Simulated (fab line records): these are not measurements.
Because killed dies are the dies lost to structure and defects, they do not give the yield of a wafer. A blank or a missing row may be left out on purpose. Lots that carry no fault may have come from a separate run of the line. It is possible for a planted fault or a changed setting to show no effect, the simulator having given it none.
A struck lot beside a sound one -- flow n5-finfet -- 33 steps out of a route of 1938
Sound: wafers L642.2, L642.4, L642.5. The struck wafers were L659.4, L659.5, L659.6. The cause is named last.
At each step with rows: each side's tool, then ch and its chambers, then its first start. Under that, the readings that differ: sound wafers -- struck wafers -- difference of the means -- sigmas: that difference in standard deviations of wafers without a fault.
alike: readings with means less than 2 such deviations apart, plus words and numbers identical on both sides. not compared: withheld readings, readings lacking a value on some wafer, bounds such as >300 that could conceal the same value, and numbers that have no deviation in the record and whose values overlap.
A row with sigmas, a row that says differs or no value, or rows on one side alone: a step with any of these is where the two part. Numbers that have no deviation but don't overlap get no sigmas and don't part them. Lack of a reading on every wafer of one side parts them only where that side has two or more wafers.

first, 8 steps without rows for these wafers: N5_WELL_APT_HMDS_01 (time 60 s); N5_WELL_APT_COAT_02 (resist thk 950 nm); N5_WELL_APT_EBR_04; N5_WELL_APT_SOFTBAKE_03 (time 60 s); N5_WELL_APT_EXPOSE_05 (exposes mask NWELL, defocus 0 nm, target cd 200 nm); N5_WELL_APT_PEB_06 (peb time 90 s); N5_WELL_APT_DEVELOP_07 (develop time 45 s); N5_WELL_APT_HARDBAKE_12 (time 120 s).
N5_WELL_APT_CD_MEAS_08: the cd target is 200 nm.
  sound on cd-sem-03 ch 0, day 1 19:49; struck on cd-sem-03 ch 0, day 6 01:47
  alike: cd-nm
N5_WELL_APT_OVL_MEAS_09:
  sound on overlay-01 ch 0, day 1 19:50; struck on overlay-02 ch 0, day 6 01:48
  alike: NWELL_OVL
N5_WELL_APT_INSPECT_10: inspects for defects (macro).
  sound on defect-inspect-02, day 1 19:52; struck on defect-inspect-01, day 6 01:50
  alike: raw-defect-count
N5_WELL_APT_DESCUM_13: chemistry O2, time 7.9 s.
  sound on rie-diel-05 ch 0,2, day 1 19:53; struck on rie-diel-04 ch 0,1,3, day 6 01:54
reading,sound,struck,difference,sigmas
drypump-motor-current-A (A),5.5 5.5 5.6,6.3 6.2 6.4,+0.8,+2
  alike: oes-product-au, rf-fwd-power-W, rf-vpp-V, showerhead-plenum-p-Torr, throttle-valve-pct
  not compared: rf-hours-counter-h
N5_WELL_APT_IMPLANT_14:
  sound on implanter-01 ch 0, day 1 20:01; struck on implanter-01 ch 0, day 6 02:04
reading,sound,struck,difference,sigmas
dose-ions-cm2,1.4998e+13 1.4988e+13 1.502e+13,8.239e+12 8.241e+12 8.238e+12,-6.763e+12,-99 or more
faraday-current-uA,195 192 183,105 102 108,-85,-23
then, 10 steps without rows for these wafers: N5_WELL_APT_IMPLANT_15; N5_WELL_APT_STRIP_16 (strips in SPM, time 900 s); N5_WELL_APT_HMDS_18 (time 60 s); N5_WELL_APT_COAT_19 (resist thk 950 nm); N5_WELL_APT_EBR_21; N5_WELL_APT_SOFTBAKE_20 (time 60 s); N5_WELL_APT_EXPOSE_22 (exposes mask PWELL, defocus 0 nm, target cd 200 nm); N5_WELL_APT_PEB_23 (peb time 90 s); N5_WELL_APT_DEVELOP_24 (develop time 45 s); N5_WELL_APT_HARDBAKE_29 (time 120 s).
N5_WELL_APT_CD_MEAS_25: the cd target is 200 nm.
  sound on cd-sem-03 ch 0, day 1 20:56; struck on cd-sem-02 ch 0, day 6 02:55
reading,sound,struck,difference,sigmas
cd-nm (nm),203.0 202.8 202.5,198.5 200.8 200.0,-3.0,-2
N5_WELL_APT_OVL_MEAS_26:
  sound on overlay-02 ch 0, day 1 20:58; struck on overlay-01 ch 0, day 6 02:57
  alike: PWELL_OVL
N5_WELL_APT_INSPECT_27: inspects for defects (macro).
  sound on defect-inspect-02, day 1 20:59; struck on defect-inspect-01, day 6 02:58
  alike: raw-defect-count
N5_WELL_APT_DESCUM_30: chemistry O2, time 7.9 s.
  sound on rie-diel-05 ch 0,2, day 1 21:01; struck on rie-diel-03 ch 0,1,3, day 6 03:11
  alike: drypump-motor-current-A, oes-product-au, rf-fwd-power-W, rf-vpp-V, showerhead-plenum-p-Torr, throttle-valve-pct
  not compared: rf-hours-counter-h
then, 3 steps without rows for these wafers: N5_WELL_APT_IMPLANT_31; N5_WELL_APT_IMPLANT_32; N5_WELL_APT_STRIP_33 (strips in SPM, time 900 s).
N5_WELL_APT_RTA_34: time 10 s.
  sound on rtp-anneal-02 ch 0, day 1 21:57; struck on rtp-anneal-01 ch 0, day 6 04:04
reading,sound,struck,difference,sigmas
lamp-power-pct (%),13.03 12.99 13.01,13.49 13.43 13.41,+0.43,+8
lamp_zone_1_pct (%),13.047 13.013 12.997,13.479 13.450 13.419,+0.430,+17
lamp_zone_2_pct (%),13.020 13.025 13.014,13.460 13.459 13.440,+0.433,+15
lamp_zone_3_pct (%),13.02 12.97 12.94,13.43 13.50 13.50,+0.50,+16
lamp_zone_4_pct (%),13.040 12.984 12.989,13.477 13.455 13.444,+0.454,+16
lamp_zone_5_pct (%),13.007 13.028 13.009,13.456 13.512 13.481,+0.468,+17
lamp_zone_6_pct (%),12.928 12.939 12.978,13.372 13.386 13.408,+0.440,+17
lamp_zone_7_pct (%),13.385 13.432 13.436,13.877 13.913 13.872,+0.470,+16
  alike: wafer_temp_C_max
then, 1 step without rows for these wafers: N5_WELL_APT_OXIDE_STRIP_42 (strips SiO2 in dHF, time 45 s, target depth 12 nm).
N5_PASSIVATION_PROBE_49:
  rows exist in the record for the sound wafers here (prober-02, day 12 02:34), none for the struck ones

== WHERE THEY PART ==
Earliest at N5_WELL_APT_DESCUM_13; latest, in this record, at N5_PASSIVATION_PROBE_49.

WHY: whatever the simulator had introduced
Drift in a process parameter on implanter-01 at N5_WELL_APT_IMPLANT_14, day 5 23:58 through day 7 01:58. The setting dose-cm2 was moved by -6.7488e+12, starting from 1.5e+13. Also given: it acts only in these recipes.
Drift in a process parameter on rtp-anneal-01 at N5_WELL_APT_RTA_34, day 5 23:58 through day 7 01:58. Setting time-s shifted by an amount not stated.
